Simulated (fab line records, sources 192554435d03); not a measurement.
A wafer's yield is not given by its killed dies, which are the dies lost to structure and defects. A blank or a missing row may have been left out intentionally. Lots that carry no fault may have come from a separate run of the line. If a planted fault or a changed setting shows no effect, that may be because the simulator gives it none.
Which tool is to blame?    flow n5-finfet    11 lots, 33 wafers sampled, at 3 steps of a route of 1938

## WHAT THE GAUGES SHOWED, per wafer
N5_BEOL_M7_OVL_MEAS_29.
lot   measured      on          V6_OVL (nm)
L075  day 9 18:12   overlay-02  -0.6 -0.5 0.0
L076  day 10 08:04  overlay-01  -0.4 -0.1 0.0
L079  day 10 13:53  overlay-01  -0.1 0.4 0.7
L082  day 11 13:44  overlay-02  -0.1 -0.3 -0.2
L084  day 11 17:40  overlay-01  0.5 0.3 0.4
L087  day 12 17:44  overlay-02  0.6 1.0 1.8
L086  day 12 20:50  overlay-02  -0.7 -0.5 -0.6
L091  day 13 06:18  overlay-01  0.5 0.8 0.1
L092  day 14 02:37  overlay-02  0.2 -0.2 -0.5
L094  day 14 13:34  overlay-02  0.5 -0.2 1.2
L097  day 15 17:28  overlay-02  0.2 0.3 0.0

## WHICH TOOL RAN EACH LOT (tool, then ch and the chambers of the sampled wafers, then the start)
lot   N5_BEOL_M7_ILD_DEP_00            N5_BEOL_M7_DESCUM_16
L075  pecvd-02 ch 0,1,2, day 9 12:29   rie-diel-06 ch 0,2,3, day 9 17:09
L076  pecvd-02 ch 0,1,2, day 10 05:26  rie-diel-04 ch 0,1,3, day 10 07:13
L079  pecvd-04 ch 0,1,2, day 10 10:31  rie-diel-04 ch 0,2, day 10 12:56
L082  pecvd-01 ch 1,2, day 11 09:17    rie-diel-06 ch 0,2, day 11 11:52
L084  pecvd-02 ch 0,1,2, day 11 14:10  rie-diel-06 ch 0,3, day 11 15:33
L087  pecvd-04 ch 0,1, day 12 15:01    rie-diel-02 ch 0,2, day 12 16:55
L086  pecvd-02 ch 1,2, day 12 17:43    rie-diel-06 ch 0,2, day 12 19:54
L091  pecvd-01 ch 0,1,2, day 12 23:39  rie-diel-06 ch 0,1,3, day 13 01:49
L092  pecvd-04 ch 0,1, day 13 22:11    rie-diel-04 ch 0,1,2, day 14 00:05
L094  pecvd-02 ch 0,1,2, day 14 10:32  rie-diel-06 ch 0,1, day 14 12:41
L097  pecvd-02 ch 0,1, day 15 10:23    rie-diel-04 ch 1,2, day 15 12:39
- N5_BEOL_M7_ILD_DEP_00: deposits SiCOH lowk from DEMS/porogen, target thk 179.75 nm, time 33.4 s.
- N5_BEOL_M7_DESCUM_16: chemistry O2, time 7.9 s.

## THE ANSWER, worked out from the rows above alone
Rule: the lots themselves supply what counts as usual. The widest of any qualifying gaps counts: lots, ordered by their means at a reading, are off when they make up no more than a third of the lots, leave a main group of 4 or more, and stand apart from it by 3 or more times the standard deviation of that group's means. Not used: any main group whose means are identical at the precision the tables above print for the reading. Also off: a lot with no number at a reading for which 4 or more lots have one. All remaining lots with rows at the step are treated as sound.
Across all readings shown, no lot is off: no conclusion can be drawn from this.

## WHAT THE SIMULATOR HAD INSERTED
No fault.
